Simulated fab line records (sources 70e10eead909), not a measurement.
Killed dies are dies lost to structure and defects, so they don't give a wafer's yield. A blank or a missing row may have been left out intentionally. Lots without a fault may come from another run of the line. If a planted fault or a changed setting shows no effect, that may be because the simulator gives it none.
Which tool is to blame? | flow nandHarc | Sampling: 7 lots, 21 wafers, 4 of 1159 route steps

## WHAT EACH GAUGE READ, for each wafer
NHARC_P_GATE_INSPECT_68.
lot  | measured     | on               | rawDefectCount
L991 | day 5 14:05  | defectInspect-01 | 168 117 187
L996 | day 7 03:47  | defectInspect-01 | 822 748 857 819 765 851
L999 | day 8 01:01  | defectInspect-01 | 681 739 707 679 738 711
L106 | day 9 18:19  | defectInspect-01 | 212 336 268
L107 | day 10 00:44 | defectInspect-02 | 246 195 201
L109 | day 10 06:52 | defectInspect-01 | 173 174 214
L113 | day 11 09:39 | defectInspect-02 | 150 114 160

## WHICH TOOL RAN EACH LOT (tool, then ch and the chambers of the sampled wafers, then the start)
lot  | NHARC_P_GATE_STRIP_95               | NHARC_P_GATE_SPUTTER_78     | NHARC_P_GATE_RTA_82
L991 | plasmaAsher-02 ch 0,1, day 5 11:55  | pvdSputter-01, day 5 12:53  | rtpAnneal-02 ch 0, day 5 13:53
L996 | plasmaAsher-01 ch 0,1, day 7 01:57  | pvdSputter-03, day 7 02:56  | rtpAnneal-02 ch 0, day 7 03:37
L999 | plasmaAsher-02 ch 0,1, day 7 22:42  | pvdSputter-03, day 7 23:45  | rtpAnneal-01 ch 0, day 8 00:49
L106 | plasmaAsher-02 ch 0,1, day 9 16:29  | pvdSputter-02, day 9 17:27  | rtpAnneal-02 ch 0, day 9 18:07
L107 | plasmaAsher-02 ch 0,1, day 9 22:56  | pvdSputter-01, day 9 23:53  | rtpAnneal-02 ch 0, day 10 00:38
L109 | plasmaAsher-02 ch 0,1, day 10 04:58 | pvdSputter-01, day 10 06:01 | rtpAnneal-02 ch 0, day 10 06:41
L113 | plasmaAsher-02 ch 0,1, day 11 07:41 | pvdSputter-02, day 11 08:40 | rtpAnneal-02 ch 0, day 11 09:28
- NHARC_P_GATE_STRIP_95: strips in O2.
- NHARC_P_GATE_SPUTTER_78: material Ni, target thk 10 nm.
- NHARC_P_GATE_RTA_82: time 30 s.

## THE ANSWER, worked out from the rows above alone
Rule: the usual values come from the lots themselves. Put in order of their means at a reading, lots are off if they are a third of the lots or fewer, leave a main group of 4 or more, and stand apart from it by a gap of 3 or more times the standard deviation of the main group's means; of several such gaps the widest counts. Not used: any main group whose means are identical at the precision the tables above print for the reading. Also off: a lot with no number at a reading for which 4 or more lots have one. All remaining lots with rows at the step are treated as sound.
Off at NHARC_P_GATE_INSPECT_68 (rawDefectCount): L996, L999. Main group: mean 194, sd 46.
If a tool, at a process step before that reading, ran all the lots that are off and no sound lot after the first of them, it fits. The gauges at NHARC_P_GATE_INSPECT_68 are tried like those tools. One fits: NHARC_P_GATE_SPUTTER_78 on pvdSputter-03. It ran no sound lot before its first lot that is off in this sample, so the start can't be narrowed down.

## WHAT THE SIMULATOR HAD PUT IN
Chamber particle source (pvdSputter-03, NHARC_P_GATE_SPUTTER_78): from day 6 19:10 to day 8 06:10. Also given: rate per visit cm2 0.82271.
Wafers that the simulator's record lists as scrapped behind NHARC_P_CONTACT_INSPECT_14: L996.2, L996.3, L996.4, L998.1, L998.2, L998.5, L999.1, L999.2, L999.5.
Struck lots among those shown: L996, L999. Same finding as the rule above.
